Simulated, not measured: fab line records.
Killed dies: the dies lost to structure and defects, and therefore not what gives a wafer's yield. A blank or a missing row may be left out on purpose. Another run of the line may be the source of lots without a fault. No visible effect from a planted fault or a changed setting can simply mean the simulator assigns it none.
Which tool is to blame? -- flow nand-harc -- 22 lots with 66 wafers sampled at 3 steps, on a route of 1302 steps

## WHAT THE GAUGES READ, wafer by wafer
NHARC_A_CHANNEL_FILL_D2_INSPECT_13. Usual: raw-defect-count 385, standard deviation 110.
lot,measured,on,raw-defect-count,flag
L074,day 15 05:01,defect-inspect-01,291 389 528,
L076,day 15 16:53,defect-inspect-02,308 458 386,
L075,day 15 22:12,defect-inspect-01,326 224 304,
L078,day 16 22:11,defect-inspect-02,454 298 315,
L079,day 17 05:43,defect-inspect-02,512 449 526,
L080,day 17 23:20,defect-inspect-01,243 385 359,
L081,day 18 09:31,defect-inspect-02,279 173 272,
L083,day 19 14:37,defect-inspect-02,487 407 467,
L084,day 20 01:00,defect-inspect-02,257 281 290,
L085,day 20 01:10,defect-inspect-01,477 370 462,
L086,day 20 18:32,defect-inspect-02,212 264 241,
L087,day 21 09:47,defect-inspect-01,403 299 337,
L088,day 21 18:56,defect-inspect-02,435 624 466,
L089,day 21 18:56,defect-inspect-01,315 258 422,
L090,day 22 06:31,defect-inspect-02,341 288 349,
L091,day 22 06:41,defect-inspect-02,376 316 587,
L092,day 22 18:25,defect-inspect-02,349 369 329,
L093,day 23 19:08,defect-inspect-01,176 312 324,
L094,day 24 12:17,defect-inspect-02,433 527 386,
L097,day 24 20:25,defect-inspect-02,258 275 233,
L095,day 24 20:25,defect-inspect-01,558 585 502,
L096,day 25 02:25,defect-inspect-01,618 275 309,

## EACH LOT AND THE TOOL THAT RAN IT (in order: tool; ch and the chambers of the sampled wafers; start)
lot,NHARC_A_CHANNEL_HOLE_D2_ETCH_19,NHARC_A_CHANNEL_HOLE_D2_ETCH_21
L074,"har-etch-01 ch 0,1, day 12 22:47","har-etch-01 ch 0,1, day 12 23:12"
L076,"har-etch-01 ch 0,1, day 13 10:41","har-etch-01 ch 0,1, day 13 11:10"
L075,"har-etch-01 ch 0,1, day 13 14:52","har-etch-01 ch 0,1, day 13 15:24"
L078,"har-etch-01 ch 0,1, day 14 16:43","har-etch-01 ch 0,1, day 14 17:09"
L079,"har-etch-02 ch 0,1, day 14 23:53","har-etch-02 ch 0,1, day 15 00:19"
L080,"har-etch-01 ch 0,1, day 15 16:34","har-etch-01 ch 0,1, day 15 16:59"
L081,"har-etch-01 ch 0,1, day 16 00:34","har-etch-01 ch 0,1, day 16 01:09"
L083,"har-etch-01 ch 0,1, day 17 07:59","har-etch-01 ch 0,1, day 17 08:28"
L084,"har-etch-02 ch 0,1, day 17 18:53","har-etch-02 ch 0,1, day 17 19:29"
L085,"har-etch-01 ch 0,1, day 17 19:45","har-etch-01 ch 0,1, day 17 20:10"
L086,"har-etch-02 ch 0,1, day 18 11:55","har-etch-02 ch 0,1, day 18 12:26"
L087,"har-etch-02 ch 0,1, day 19 03:42","har-etch-02 ch 0,1, day 19 04:11"
L088,"har-etch-02 ch 0,1, day 19 10:55","har-etch-02 ch 0,1, day 19 11:21"
L089,"har-etch-01 ch 0,1, day 19 13:19","har-etch-01 ch 0,1, day 19 13:52"
L090,"har-etch-02 ch 0,1, day 19 23:04","har-etch-02 ch 0,1, day 19 23:35"
L091,"har-etch-02 ch 0,1, day 20 03:12","har-etch-02 ch 0,1, day 20 03:38"
L092,"har-etch-01 ch 0,1, day 20 12:50","har-etch-01 ch 0,1, day 20 13:23"
L093,"har-etch-01 ch 0,1, day 21 12:37","har-etch-01 ch 0,1, day 21 13:10"
L094,"har-etch-01 ch 0,1, day 22 04:44","har-etch-01 ch 0,1, day 22 05:10"
L097,"har-etch-02 ch 0,1, day 22 15:01","har-etch-02 ch 0,1, day 22 15:33"
L095,"har-etch-01 ch 0,1, day 22 15:42","har-etch-01 ch 0,1, day 22 16:14"
L096,"har-etch-02 ch 0,1, day 22 19:09","har-etch-02 ch 0,1, day 22 19:34"
- NHARC_A_CHANNEL_HOLE_D2_ETCH_19: etches the open film in C4F8/O2/Ar, time 34.5 s.
- NHARC_A_CHANNEL_HOLE_D2_ETCH_21: etches the open film in C4F8/O2/Ar, time 514.3 s, target depth 1600 nm.

## AS READ BY THE TOOLS THEMSELVES (means over the sampled wafers that have a number; for cases with no such wafer, the mark the record gives instead)
NHARC_A_CHANNEL_HOLE_D2_ETCH_19. Usual: c4f8-flow-sccm 28.79 sccm, standard deviation 0.08; drypump-motor-current-A 5.9 A, standard deviation 0.61; mfc-ar-sccm 375.2 sccm, standard deviation 0.91; oes-air-line-au 1.002 a.u., standard deviation 0.021; showerhead-plenum-p-Torr 3.75 Torr, standard deviation 0.1; throttle-valve-pct 37.038 %, standard deviation 0.0087.
lot,tool,c4f8-flow-sccm (sccm),drypump-motor-current-A (A),mfc-ar-sccm (sccm),oes-air-line-au (a.u.),showerhead-plenum-p-Torr (Torr),throttle-valve-pct (%),flag
L074,har-etch-01,28.73,5.7,375.3,1.019,3.75,37.043,
L076,har-etch-01,28.80,5.7,374.4,1.003,3.74,37.045,
L075,har-etch-01,28.89,5.7,374.5,1.002,3.74,37.035,
L078,har-etch-01,28.78,5.7,375.0,0.990,3.73,37.038,
L079,har-etch-02,28.81,6.5,375.4,0.994,3.80,37.033,
L080,har-etch-01,28.80,5.7,375.2,0.978,3.72,37.040,
L081,har-etch-01,28.76,5.7,375.4,0.986,3.72,37.034,
L083,har-etch-01,28.84,5.7,374.6,1.011,3.71,37.042,
L084,har-etch-02,28.78,6.5,375.9,0.990,3.78,37.024,
L085,har-etch-01,28.70,5.7,375.9,1.008,3.71,37.029,
L086,har-etch-02,28.79,6.5,375.3,1.010,3.78,37.026,
L087,har-etch-02,28.84,6.3,375.8,1.008,3.86,37.032,
L088,har-etch-02,28.79,6.3,375.4,1.044,3.86,37.050,
L089,har-etch-01,28.78,5.3,375.6,0.993,3.69,37.035,
L090,har-etch-02,28.91,6.5,375.1,1.005,3.76,37.041,
L091,har-etch-02,28.77,6.5,374.4,0.985,3.76,37.031,
L092,har-etch-01,28.79,5.7,375.4,1.008,3.68,37.042,
L093,har-etch-01,28.65,5.4,374.5,1.004,3.68,37.043,
L094,har-etch-01,28.83,5.4,375.3,1.010,3.67,37.034,
L097,har-etch-02,28.77,6.5,375.2,1.022,3.75,37.031,
L095,har-etch-01,28.72,5.7,375.8,1.004,3.67,37.039,
L096,har-etch-02,28.80,6.3,375.7,0.998,3.83,37.043,

NHARC_A_CHANNEL_HOLE_D2_ETCH_21. Usual: c4f8-flow-sccm 89.33 sccm, standard deviation 0.23; drypump-motor-current-A 5.9 A, standard deviation 0.6; mfc-ar-sccm 374.8 sccm, standard deviation 1.2; oes-air-line-au 0.995 a.u., standard deviation 0.02; showerhead-plenum-p-Torr 3.71 Torr, standard deviation 0.1; throttle-valve-pct 32.156 %, standard deviation 0.0086.
lot,tool,c4f8-flow-sccm (sccm),drypump-motor-current-A (A),mfc-ar-sccm (sccm),oes-air-line-au (a.u.),showerhead-plenum-p-Torr (Torr),throttle-valve-pct (%),flag
L074,har-etch-01,89.33,5.6,374.3,0.992,3.71,32.155,
L076,har-etch-01,89.24,5.7,375.6,1.013,3.70,32.156,
L075,har-etch-01,89.59,5.7,373.9,1.017,3.70,32.153,
L078,har-etch-01,89.20,5.7,373.8,1.005,3.69,32.158,
L079,har-etch-02,89.47,6.5,373.6,0.989,3.76,32.159,
L080,har-etch-01,89.35,5.7,373.7,0.990,3.68,32.159,
L081,har-etch-01,89.34,5.7,374.4,0.997,3.68,32.154,
L083,har-etch-01,89.55,5.7,374.4,0.987,3.67,32.153,
L084,har-etch-02,89.31,6.5,375.2,0.985,3.74,32.151,
L085,har-etch-01,89.29,5.7,374.0,0.952,3.67,32.156,
L086,har-etch-02,89.03,6.5,374.9,1.006,3.73,32.160,
L087,har-etch-02,89.28,6.3,374.9,0.987,3.81,32.153,
L088,har-etch-02,89.35,6.3,374.7,0.982,3.81,32.161,
L089,har-etch-01,89.40,5.3,375.5,0.997,3.65,32.153,
L090,har-etch-02,89.46,6.5,376.7,1.000,3.72,32.152,
L091,har-etch-02,89.26,6.5,374.0,1.005,3.72,32.155,
L092,har-etch-01,89.29,5.6,376.5,0.981,3.64,32.154,
L093,har-etch-01,89.34,5.4,375.1,0.985,3.64,32.153,
L094,har-etch-01,89.53,5.3,374.7,0.987,3.63,32.148,
L097,har-etch-02,89.21,6.5,375.5,1.000,3.70,32.154,
L095,har-etch-01,89.61,5.7,374.9,0.997,3.63,32.153,
L096,har-etch-02,89.30,6.3,375.7,1.009,3.78,32.159,

## THE ANSWER, worked out from the rows above alone
Rule: a lot is off if the mean of its wafers that have a number lies more than 3 standard deviations from the usual mean. A lot without any number at a reading at which 4 lots or more have one is off too. Any other lot the step has rows for is counted as sound. Order of review: gauges by route order, followed by the tools' own readings, for which a lot's mean as printed above is used. The first step at which some lot is off is used, and at that step the reading that is off furthest; a lot without a number counts as furthest.
No lot is off at any reading shown: from this, nothing can be told.

## WHAT THE SIMULATOR HAD PUT IN
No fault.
